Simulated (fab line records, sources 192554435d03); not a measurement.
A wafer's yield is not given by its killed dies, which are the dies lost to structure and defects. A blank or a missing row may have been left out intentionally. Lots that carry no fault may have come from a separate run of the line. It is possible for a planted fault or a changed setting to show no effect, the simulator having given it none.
Chamber matching | flow n5Finfet | 4 sister chambers for N5_BEOL_M0_ALD_136 on aldMetal-01
The step deposits TaN, pulse time 2 s, purge time 3 s, co reactant purge time 2 s. 8 wafers are shown with their chamber, then 8 later ones without.

WAFERS WITH THEIR CHAMBER
wafer  | chamber | heaterPowerW (W)
L076.5 | 0       | 406
L080.1 | 3       | 450
L080.3 | 1       | 405
L080.4 | 2       | 439
L082.1 | 1       | 408
L082.3 | 2       | 418
L082.4 | 0       | 403
L083.1 | 3       | 446

WAFERS WITHOUT THEIR CHAMBER
wafer  | heaterPowerW (W)
L083.3 | 403
L083.6 | 451
L085.3 | 402
L085.4 | 456
L085.6 | 423
L091.1 | 436
L091.2 | 457
L091.4 | 410

THE CHAMBER EACH PASSED THROUGH
wafer  | from the rows above          | in truth
L083.3 | can't be placed: 0 or 1      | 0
L083.6 | 3                            | 3
L085.3 | can't be placed: 0 or 1      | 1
L085.4 | 3                            | 3
L085.6 | can't be placed: 2 or 1 or 0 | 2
L091.1 | can't be placed: 2 or 3      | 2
L091.2 | 3                            | 3
L091.4 | can't be placed: 1 or 0 or 2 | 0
Correctly placed: 3 of 8. Can't be placed from these rows: 5 (the true chamber is among the candidates in 5). Placed wrongly: 0.
How it was worked out, from the rows above alone: a wafer's distance from a chamber is the root of the sum, over the readings, of the square of ((its reading less the chamber's mean) divided by the reading's scatter). The wafer belongs to the nearest chamber; if the next one is less than 2 further off, it can't be placed. For every chamber, the mean is computed from those of its wafers that are shown. The scatter: take each reading less its chamber's mean, square it, sum over the shown wafers, divide by the number of wafers less the number of chambers, and take the root.
